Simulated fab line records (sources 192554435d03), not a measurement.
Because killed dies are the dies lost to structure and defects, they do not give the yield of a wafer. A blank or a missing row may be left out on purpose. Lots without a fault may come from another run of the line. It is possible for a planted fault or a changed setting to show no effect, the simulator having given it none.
fab line records	flow n5-finfet	part 1 of 2: steps 1 to 15 of 21
[record] lots = 5	wafers = 15	last-day = 19
route steps=1938 shown FIN_SAQP@114
lots with no fault: from the same line, run without faults
start-h: hours from the record's opening day to when the first of the lot's shown wafers began	wait-h: hours from the lot's prior step to this one	" same as the row above	L1.1+2: one row covering several wafers at once	- no value present, or no start provided	* or withheld: withheld	< > ~ a bound
route shown NAME@n: names a module that has steps shown in the file, with the first one's number in the route	usual: mean and standard deviation over wafers with no fault	same: alike in all rows	chamber/n: place in a boat	sites: each site's reading	_std_site: the values' standard deviation	_edge_site: inner sites' mean taken away from outer sites' mean	radius-mm: for every site, how far away it sits from the centre of the wafer	mask NAME#n: copy n	behind: the last tool/chamber to shape the wafer	hold: reason for holding the lot/hours on hold/outcome of the hold	device: which transistor (n, p or np) failed to switch	end of line: the tests these same wafers got at the end of their route	a step without rows: its recipe alone	killed: count of dies lost to structure and defects at first sort (not the wafer's yield)	map: the dies of a wafer, with x for killed, . for not killed, _ for no die there
set.NAME: the setting that was run; set.NAME@STEP: the one run at that earlier step	model.NAME: the simulator's own value behind a step, which no gauge read
lots at some steps of the route; a table a step, a row a wafer
services: a tool's chamber out of use, with start hour (start-h, from the record's first day; less than 0 if before it), hours out, and reason
[[steps]]
[step N5_FIN_SAQP_DESCUM_21]
[recipe] chemistry = O2	time-s = 7.9	source-power-w = 50	bias-power-w = 20	pressure-mtorr = 20	rf-frequency-hz = 2.712e+07	temp-c = 40	resist = CAR-ArF	o2-flow-sccm = 225
[usual] drypump-motor-current-A = 5.53/0.27	oes-product-au = 0.76/0.085	rf-vpp-V = 242.9/1.4	showerhead-plenum-p-Torr = 2.08/0.071	temp-c = 40.01/0.11	throttle-valve-pct = 20.36/0.19
lot.wafer	tool	chamber	start-h	wait-h	drypump-motor-current-A	oes-product-au	rf-hours-counter-h	rf-vpp-V	showerhead-plenum-p-Torr	temp-c	throttle-valve-pct
L081.1	rie-diel-01	2	64.26	0.0	5.77	0.76	157	241.0	2.00	40.02	20.43
L081.2	"	0	"	"	5.37	0.73	161	243.4	2.17	39.95	20.31
L081.3	"	3	"	"	5.23	0.68	245	242.7	2.04	39.78	20.42
L089.1	rie-diel-04	0	111.17	0.0	5.53	0.74	195	240.5	2.08	40.10	20.38
L089.3	"	3	"	"	5.20	0.77	150	242.6	2.08	39.99	20.26
L089.6	"	2	"	"	5.42	0.69	-	243.1	2.07	40.09	20.29
L092.4	rie-diel-03	3	129.60	0.0	5.44	0.88	-	243.6	2.16	40.00	20.56
L092.5	"	1	"	"	5.85	0.67	-	243.0	2.16	40.07	20.65
L092.6	"	2	"	"	4.93	0.99	-	243.2	2.25	40.10	20.47
L095.1	rie-diel-01	0	148.36	0.2	5.32	0.71	188	244.0	2.16	39.89	20.33
L095.2	"	3	"	"	5.25	0.93	17	242.1	2.03	40.21	20.10
L095.6	"	0	"	"	5.34	0.72	-	242.8	2.16	40.09	20.34
L096.1	rie-diel-01	2	153.87	0.4	5.76	0.73	191	241.5	1.99	39.92	20.49
L096.4	"	1	"	"	5.61	0.69	209	241.7	1.99	39.97	20.39
L096.6	"	2	"	"	5.76	0.73	-	241.6	1.99	40.09	20.48
[step N5_FIN_SAQP_ETCH_51]
[recipe] chemistry = CF4	target = SiARC	target-depth-a = 455	mask-material = CAR-ArF	time-s = 75.8	ion-energy-ev = 80	pressure-mtorr = 40	source-w = 545	bias-w = 36	Ar_flow_sccm = 100	cf4-flow-sccm = 100	ends = cleared
[usual] drypump-motor-current-A = 5.53/0.27	etch-rf-on-time-s = 76.2/2.2	oes-product-au = 0.65/0.073	rf-vpp-V = 184.0/1.2	showerhead-plenum-p-Torr = 2.13/0.064	throttle-valve-pct = 15.57/0.18
lot.wafer	tool	chamber	start-h	wait-h	drypump-motor-current-A	etch-rf-on-time-s	oes-product-au	rf-hours-counter-h	rf-vpp-V	showerhead-plenum-p-Torr	throttle-valve-pct
L081.1	rie-diel-01	2	64.30	0.0	5.76	76.2	0.65	157	181.5	2.06	15.68
L081.2	"	0	"	"	5.32	79.2	0.63	161	186.2	2.22	15.52
L081.3	"	3	"	"	5.22	74.9	0.60	245	183.8	2.09	15.79
L089.1	rie-diel-04	0	111.21	0.0	5.53	78.2	0.62	195	183.9	2.13	15.54
L089.3	"	3	"	"	5.22	75.4	0.66	150	183.6	2.13	15.52
L089.6	"	2	"	"	5.43	76.4	0.59	-	183.0	2.12	15.59
L092.4	rie-diel-03	3	129.65	0.0	5.44	72.6	0.77	-	183.2	2.17	15.44
L092.5	"	1	"	"	5.85	75.2	0.59	-	185.3	2.22	15.89
L092.6	"	2	"	"	4.95	73.1	0.86	-	185.0	2.29	15.50
L095.1	rie-diel-01	0	148.39	0.0	5.32	80.7	0.60	188	184.6	2.21	15.57
L095.2	"	3	"	"	5.25	74.2	0.79	17	183.3	2.09	15.34
L095.6	"	0	"	"	5.33	80.3	0.61	-	184.3	2.21	15.57
L096.1	rie-diel-01	2	153.91	0.0	5.78	78.1	0.62	191	183.0	2.05	15.76
L096.4	"	1	"	"	5.65	77.4	0.59	209	184.5	2.03	15.59
L096.6	"	2	"	"	5.77	78.3	0.63	-	182.7	2.05	15.77
[step N5_FIN_SAQP_ETCH_52]
[recipe] chemistry = N2/H2	target = SOC	target-depth-a = 1000	overetch-a = 200	mask-material = SiARC	temp-c = 40	time-s = 150	ion-energy-ev = 200	pressure-mtorr = 30	source-w = 840	bias-w = 150	n2-flow-sccm = 200	h2-flow-sccm = 200	ends = end-point
[usual] drypump-motor-current-A = 5.54/0.27	oes-product-au = 0.68/0.068	rf-vpp-V = 523.6/2.4	showerhead-plenum-p-Torr = 2.54/0.083	temp-c = 40.00/0.12	throttle-valve-pct = 17.79/0.17
lot.wafer	tool	chamber	start-h	wait-h	drypump-motor-current-A	oes-product-au	rf-hours-counter-h	rf-vpp-V	showerhead-plenum-p-Torr	temp-c	throttle-valve-pct
L081.1	rie-diel-01	2	64.35	0.0	5.77	0.69	157	520.4	2.43	39.91	17.84
L081.2	"	0	"	"	5.35	0.67	161	526.2	2.64	40.06	17.84
L081.3	"	3	"	"	5.25	0.62	246	522.3	2.49	39.92	17.84
L089.1	rie-diel-04	0	111.26	0.0	5.53	0.65	195	523.7	2.53	40.13	17.91
L089.3	"	3	"	"	5.22	0.68	150	524.6	2.56	39.92	17.92
L089.6	"	2	"	"	5.41	0.62	-	524.1	2.50	39.79	17.63
L092.4	rie-diel-03	3	129.73	0.0	5.43	0.77	-	524.9	2.59	40.03	17.77
L092.5	"	1	"	"	5.84	0.61	-	525.8	2.62	40.05	18.10
L092.6	"	2	"	"	4.94	0.88	-	528.0	2.72	40.05	17.79
L095.1	rie-diel-01	0	148.45	0.0	5.33	0.66	188	525.6	2.63	39.83	17.88
L095.2	"	3	"	"	5.25	0.82	17	521.8	2.48	40.01	17.45
L095.6	"	0	"	"	5.33	0.66	-	526.2	2.63	39.84	17.89
L096.1	rie-diel-01	2	153.96	0.0	5.79	0.66	191	521.8	2.42	39.85	17.88
L096.4	"	1	"	"	5.62	0.63	209	519.2	2.41	39.82	17.73
L096.6	"	2	"	"	5.77	0.66	-	521.7	2.41	40.03	17.90
[step N5_FIN_SAQP_STRIP_53]
[recipe] chemistry = N2/H2	temp-c = 40	n2-flow-sccm = 200	h2-flow-sccm = 200	rf-frequency-hz = 6e+07
lot.wafer	tool	chamber	start-h	wait-h
L081.1+2+3	rie-diel-01	2,0,3	64.45	0.0
L089.1+3+6	rie-diel-04	0,3,2	111.36	0.0
L092.4+5+6	rie-diel-03	3,1,2	129.78	0.0
L095.1+2+6	rie-diel-01	0,3,0	148.54	0.0
L096.1+4+6	rie-diel-01	2,1,2	154.06	0.0
[step N5_FIN_SAQP_HM_OPEN_73]
[recipe] chemistry = CHF3/O2	target = SiO2	stop-on = a-Si	target-depth-a = 120	over-etch-frac = 1.8	mask-material = SOC	time-s = 16.8	pressure-mtorr = 30	source-w = 650	bias-w = 170	Ar_flow_sccm = 200	CHF3_flow_sccm = 50	O2_flow_sccm = 5	ion-energy-ev = 200	ends = end-point
[usual] drypump-motor-current-A = 5.53/0.27	oes-product-au = 0.46/0.046	rf-vpp-V = 517/8.5	showerhead-plenum-p-Torr = 2.40/0.073	throttle-valve-pct = 18.76/0.19
lot.wafer	tool	chamber	start-h	wait-h	drypump-motor-current-A	oes-product-au	rf-hours-counter-h	rf-vpp-V	showerhead-plenum-p-Torr	throttle-valve-pct
L081.1	rie-diel-01	2	64.46	0.0	5.79	0.47	157	518	2.31	18.91
L081.2	"	0	"	"	5.35	0.45	161	524	2.50	18.75
L081.3	"	3	"	"	5.23	0.42	246	511	2.35	18.89
L089.1	rie-diel-04	0	111.37	0.0	5.52	0.43	195	510	2.39	18.73
L089.3	"	3	"	"	5.22	0.46	150	523	2.40	18.70
L089.6	"	2	"	"	5.40	0.42	-	518	2.37	18.65
L092.4	rie-diel-03	3	129.81	0.0	5.42	0.52	-	499	2.43	18.65
L092.5	"	1	"	"	5.82	0.41	-	517	2.50	19.12
L092.6	"	2	"	"	4.94	0.59	-	512	2.58	18.83
L095.1	rie-diel-01	0	148.55	0.0	5.33	0.44	188	523	2.49	18.76
L095.2	"	3	"	"	5.24	0.54	17	510	2.34	18.48
L095.6	"	0	"	"	5.31	0.45	-	522	2.49	18.76
L096.1	rie-diel-01	2	154.07	0.0	5.77	0.44	191	517	2.30	18.94
L096.4	"	1	"	"	5.61	0.42	209	532	2.29	18.79
L096.6	"	2	"	"	5.78	0.44	-	519	2.30	18.95
[step N5_FIN_SAQP_STRIP_74]
[recipe] chemistry = CHF3/O2	resist = SiARC	rf-frequency-hz = 6e+07
lot.wafer	tool	chamber	start-h	wait-h
L081.1+2+3	rie-diel-01	2,0,3	64.51	0.0
L089.1+3+6	rie-diel-04	0,3,2	111.42	0.0
L092.4+5+6	rie-diel-03	3,1,2	129.84	0.0
L095.1+2+6	rie-diel-01	0,3,0	148.61	0.0
L096.1+4+6	rie-diel-01	2,1,2	154.13	0.0
[step N5_FIN_SAQP_MANDREL_ETCH_22]
[recipe] target-depth-a = 600	chemistry = HBr/Cl2	target = a-Si	stop-on = SiNx	bt-time-s = 10	over-etch-frac = 0.5	time-s = 30	pressure-mtorr = 10	icp-w = 800	bias-w = 75	HBr_flow_sccm = 150	Cl2_flow_sccm = 80	ends = end-point
[usual] drypump-motor-current-A = 5.5/0.45	he-backside-leak-sccm = 2.7/0.33	mfc-cl2-sccm = 80.00/0.24	oes-product-au = 0.771/0.0099	throttle-valve-pct = 35.3/0.36
lot.wafer	tool	chamber	start-h	wait-h	drypump-motor-current-A	he-backside-leak-sccm	mfc-cl2-sccm	oes-product-au	rf-hours-counter-h	throttle-valve-pct
L081.1	rie-si-02	2	64.54	0.0	5.9	2.5	80.13	0.772	21	35.2
L081.2	"	3	"	"	5.4	2.6	79.94	0.772	23	34.9
L081.3	"	1	"	"	5.5	3.4	80.09	0.777	174	35.0
L089.1	rie-si-06	3	111.45	0.0	5.3	2.5	79.53	0.770	105	35.9
L089.3	"	2	"	"	5.0	2.4	80.16	0.765	13	34.9
L089.6	"	2	"	"	5.1	2.4	79.73	0.773	-	34.8
L092.4	rie-si-05	2	129.87	0.0	6.2	2.5	79.64	0.769	42	35.4
L092.5	"	0	"	"	5.2	2.8	79.88	0.771	-	34.9
L092.6	"	1	"	"	5.9	2.4	79.98	0.762	-	35.3
L095.1	rie-si-06	3	148.64	0.0	5.3	2.6	80.02	0.778	106	35.8
L095.2	"	2	"	"	5.1	2.2	80.23	0.771	14	34.9
L095.6	"	2	"	"	5.1	2.5	80.20	0.773	-	34.8
L096.1	rie-si-06	3	154.16	0.0	5.3	2.5	80.37	0.764	106	35.9
L096.4	"	3	"	"	5.2	2.5	80.14	0.784	-	35.8
L096.6	"	2	"	"	5.0	2.5	80.22	0.772	-	34.9
[step N5_FIN_SAQP_STRIP_55]
[recipe] chemistry = N2/H2	power-w = 500	temp-c = 40	pressure-mtorr = 50	rf-frequency-hz = 6e+07	overash-fraction = 0.3	bias-power-w = 28	h2-frac = 0.5	n2-flow-sccm = 300	h2-flow-sccm = 300
[usual] drypump-motor-current-A = 5.53/0.28	oes-product-au = 0.75/0.075	rf-vpp-V = 121.6/1.6	showerhead-plenum-p-Torr = 3.34/0.12	temp-c = 40.01/0.12	throttle-valve-pct = 18.9/0.31
lot.wafer	tool	chamber	start-h	wait-h	drypump-motor-current-A	oes-product-au	rf-hours-counter-h	rf-vpp-V	showerhead-plenum-p-Torr	temp-c	throttle-valve-pct
L081.1	rie-diel-01	3	64.79	0.2	5.26	0.67	246	121.9	3.29	40.08	18.6
L081.2	"	0	"	"	5.36	0.74	161	121.9	3.49	40.04	19.1
L081.3	"	2	"	"	5.78	0.74	157	121.3	3.21	40.00	18.8
L089.1	rie-diel-04	2	111.55	0.1	5.44	0.70	227	123.3	3.31	40.15	18.5
L089.3	"	3	"	"	5.23	0.76	150	118.3	3.38	40.06	19.2
L089.6	"	1	"	"	5.93	0.73	-	121.5	3.21	40.11	18.6
L092.4	rie-diel-03	3	129.99	0.1	5.44	0.89	-	122.4	3.42	39.98	18.8
L092.5	"	1	"	"	5.86	0.68	-	123.8	3.46	39.92	19.3
L092.6	"	2	"	"	4.95	0.99	-	122.4	3.58	40.18	18.9
L095.1	rie-diel-04	1	148.74	0.1	5.91	0.72	196	122.9	3.21	40.04	18.6
L095.2	"	3	"	"	5.23	0.74	160	120.6	3.37	39.90	19.2
L095.6	"	2	"	"	5.40	0.68	-	121.5	3.31	40.05	18.5
L096.1	rie-diel-04	2	154.27	0.1	5.42	0.70	240	120.2	3.30	39.84	18.5
L096.4	"	0	"	"	5.54	0.72	207	120.2	3.34	39.90	19.4
L096.6	"	3	"	"	5.22	0.75	-	121.8	3.37	39.94	19.3
[step N5_FIN_SAQP_STRIP_23]
[recipe] chemistry = SPM	time-s = 750	temp-c = 130	h2so4-h2o2-vol-ratio = 4
[usual] temp-c = 130.01/0.14
lot.wafer	tool	chamber	start-h	wait-h	temp-c
L081.1	wet-bench-01	6	64.86	-	129.83
L081.2	"	3	"	"	129.95
L081.3	"	4	"	"	129.91
L089.1	wet-bench-05	0	111.62	-	130.06
L089.3	"	4	"	"	130.03
L089.6	"	7	"	"	129.96
L092.4	wet-bench-01	1	130.03	-	130.25
L092.5	"	3	"	"	129.68
L092.6	"	2	"	"	129.97
L095.1	wet-bench-06	2	148.81	-	129.98
L095.2	"	5	"	"	130.14
L095.6	"	6	"	"	130.01
L096.1	wet-bench-06	0	154.34	-	129.99
L096.4	"	6	"	"	129.94
L096.6	"	1	"	"	130.25
[step N5_FIN_SAQP_SRD_66]
[recipe] dry = ipa-marangoni	time-s = 30	temp-c = 23	rinse-liquid = diw
[usual] temp-c = 23.00/0.12
lot.wafer	tool	chamber	start-h	wait-h	temp-c
L081.1	wet-bench-01	6	65.07	0.0	23.01
L081.2	"	3	"	"	22.76
L081.3	"	4	"	"	23.03
L089.1	wet-bench-05	0	111.85	0.0	22.92
L089.3	"	4	"	"	23.06
L089.6	"	7	"	"	23.01
L092.4	wet-bench-01	1	130.45	0.0	23.03
L092.5	"	3	"	"	23.06
L092.6	"	2	"	"	22.99
L095.1	wet-bench-06	2	149.01	0.0	23.09
L095.2	"	5	"	"	23.08
L095.6	"	6	"	"	22.94
L096.1	wet-bench-06	0	154.55	0.0	22.95
L096.4	"	6	"	"	22.99
L096.6	"	1	"	"	23.08
[step N5_FIN_SAQP_RECESS_75]
[recipe] chemistry = HF/NH3	target = SiO2	target-depth-a = 144	afs-cycles = 3	temp-c = 30	sublimation-temp-c = 180	sublimation-time-s = 60
[usual] drypump-motor-current-A = 5.6/0.66	temp-c = 30.00/0.14
lot.wafer	tool	chamber	start-h	wait-h	drypump-motor-current-A	temp-c
L081.1	vapor-etch-02	0	65.11	0.0	5.1	29.92
L081.2	"	1	"	"	6.0	30.38
L081.3	"	1	"	"	6.0	30.04
L089.1	vapor-etch-01	1	111.90	0.0	4.9	30.00
L089.3	"	1	"	"	4.9	29.97
L089.6	"	0	"	"	6.5	30.05
L092.4	vapor-etch-01	1	130.62	0.1	4.9	30.08
L092.5	"	0	"	"	6.5	29.98
L092.6	"	1	"	"	4.9	30.07
L095.1	vapor-etch-01	1	149.21	0.2	4.9	29.85
L095.2	"	0	"	"	6.5	30.05
L095.6	"	0	"	"	6.6	30.11
L096.1	vapor-etch-02	1	154.59	0.0	6.0	29.81
L096.4	"	0	"	"	5.1	29.87
L096.6	"	1	"	"	6.0	29.93
[step N5_FIN_SAQP_SPACER1_ALD_24]
[recipe] material = SiO2	target-thk-a = 203	temp-c = 300	ald-precursor-family = BDEAS	ald-co-reactant = O2-plasma	pulse-time-s = 1	purge-time-s = 2	co-reactant-purge-time-s = 2	ald-cycles = 218	pressure-torr = 2
[usual] heater-power-w = 447/25	precursor-pulse-height-rel = 0.999/0.021
[same] purge-time-s = 2
lot.wafer	tool	chamber	start-h	wait-h	heater-power-w	precursor-pulse-height-rel	since-wet-clean-h
L081.1	ald-sin-04	1	65.89	0.6	459	0.998	58
L081.2	"	0	"	"	424	0.980	58
L081.3	"	2	"	"	421	0.993	58
L089.1	ald-sin-04	2	112.28	0.3	429	0.999	105
L089.3	"	3	"	"	453	0.993	105
L089.6	"	1	"	"	441	0.971	-
L092.4	ald-sin-03	3	130.90	0.2	462	1.007	229
L092.5	"	2	"	"	485	1.016	-
L092.6	"	3	"	"	456	0.945	-
L095.1	ald-sin-04	2	149.59	0.3	426	1.003	142
L095.2	"	1	"	"	444	0.981	142
L095.6	"	1	"	"	454	0.974	-
L096.1	ald-sin-03	1	155.01	0.3	464	0.988	253
L096.4	"	2	"	"	486	0.997	253
L096.6	"	1	"	"	450	0.988	-
[step N5_FIN_SAQP_SPACER1_ETCHBACK_25]
[recipe] chemistry = CHF3/O2	mode = anisotropic-etchback	target = SiO2	target-depth-a = 244	time-s = 12.2	pressure-mtorr = 30	source-w = 650	bias-w = 170	Ar_flow_sccm = 200	CHF3_flow_sccm = 50	O2_flow_sccm = 5	ion-energy-ev = 200
[usual] drypump-motor-current-A = 5.50/0.24	oes-product-au = 0.75/0.074	rf-vpp-V = 520/7.2	showerhead-plenum-p-Torr = 2.37/0.071	throttle-valve-pct = 18.84/0.13
lot.wafer	tool	chamber	start-h	wait-h	drypump-motor-current-A	oes-product-au	rf-hours-counter-h	rf-vpp-V	showerhead-plenum-p-Torr	throttle-valve-pct
L081.1	rie-diel-01	3	66.60	0.4	5.25	0.68	246	510	2.35	18.97
L081.2	"	0	"	"	5.36	0.73	162	524	2.50	18.80
L081.3	"	2	"	"	5.77	0.76	158	518	2.31	18.98
L089.1	rie-diel-01	0	113.00	0.4	5.32	0.72	181	523	2.49	18.83
L089.3	"	3	"	"	5.24	0.96	5	510	2.35	18.57
L089.6	"	2	"	"	5.78	0.74	-	518	2.31	19.00
L092.4	rie-diel-01	2	131.65	0.4	5.77	0.73	-	518	2.31	19.01
L092.5	"	1	"	"	5.64	0.70	-	531	2.30	18.86
L092.6	"	3	"	"	5.25	0.93	-	509	2.34	18.58
L095.1	rie-diel-01	1	150.43	0.5	5.63	0.69	207	531	2.29	18.87
L095.2	"	3	"	"	5.24	0.92	19	508	2.34	18.57
L095.6	"	0	"	"	5.36	0.71	-	524	2.49	18.83
L096.1	rie-diel-04	3	155.94	0.6	5.20	0.75	163	523	2.39	18.79
L096.4	"	2	"	"	5.40	0.68	240	519	2.36	18.76
L096.6	"	1	"	"	5.91	0.72	-	524	2.31	18.94
[step N5_FIN_SAQP_MANDREL1_REMOVE_56]
[recipe] chemistry = HBr/Cl2/O2	bt-time-s = 10	target = a-Si	stop-on = SiNx	endpoint = OES-SiCl	over-etch-frac = 1	icp-w = 600	bias-w = 22	HBr_flow_sccm = 150	Cl2_flow_sccm = 80	O2_flow_sccm = 5	pressure-mtorr = 10
[usual] drypump-motor-current-A = 5.6/0.47	he-backside-leak-sccm = 2.66/0.26	mfc-cl2-sccm = 80.00/0.25	oes-product-au = 1.005/0.01	throttle-valve-pct = 36.6/0.37
lot.wafer	tool	chamber	start-h	wait-h	drypump-motor-current-A	he-backside-leak-sccm	mfc-cl2-sccm	oes-product-au	rf-hours-counter-h	throttle-valve-pct
L081.1	rie-si-02	0	66.69	0.1	5.2	2.76	80.19	1.011	23	36.6
L081.2	"	1	"	"	5.5	3.26	79.77	1.024	174	36.3
L081.3	"	3	"	"	5.4	2.85	80.34	1.005	23	36.2
L089.1	rie-si-05	3	113.08	0.1	6.8	2.39	80.05	1.037	125	36.4
L089.3	"	0	"	"	5.2	2.66	80.24	1.007	95	36.2
L089.6	"	3	"	"	6.8	2.57	79.98	1.030	-	36.4
L092.4	rie-si-02	1	131.70	0.0	5.5	3.51	80.44	1.020	175	36.3
L092.5	"	1	"	"	5.5	3.41	80.04	1.010	-	36.3
L092.6	"	2	"	"	5.9	2.72	80.24	1.015	-	36.6
L095.1	rie-si-06	2	150.52	0.1	5.1	2.34	79.48	0.995	14	36.2
L095.2	"	3	"	"	5.2	2.72	79.69	1.019	106	37.2
L095.6	"	3	"	"	5.3	2.75	79.63	1.009	-	37.2
L096.1	rie-si-02	0	156.03	0.1	5.2	2.72	79.89	1.012	24	36.6
L096.4	"	3	"	"	5.4	2.57	80.54	1.004	24	36.2
L096.6	"	2	"	"	5.9	2.70	79.73	1.004	-	36.6
[step N5_FIN_SAQP_CD_MEAS_27]
[recipe] target-cd-nm = 20	landing-energy-ev = 1000	detector = se-inlens	polarity = line
[usual] cd-nm = 20.29/0.26
lot.wafer	tool	chamber	start-h	wait-h	cd-nm
L081.1	cd-sem-03	0	66.80	0.1	20.37
L081.2	"	0	"	"	20.25
L081.3	"	0	"	"	19.97
L089.1	cd-sem-02	0	113.19	0.1	20.33
L089.3	"	0	"	"	20.11
L089.6	"	0	"	"	20.21
L092.4	cd-sem-03	0	131.82	0.1	20.67
L092.5	"	0	"	"	20.52
L092.6	"	0	"	"	20.15
L095.1	cd-sem-03	0	150.63	0.1	20.60
L095.2	"	0	"	"	20.28
L095.6	"	0	"	"	19.78
L096.1	cd-sem-02	0	156.14	0.1	19.69
L096.4	"	0	"	"	20.18
L096.6	"	0	"	"	20.30
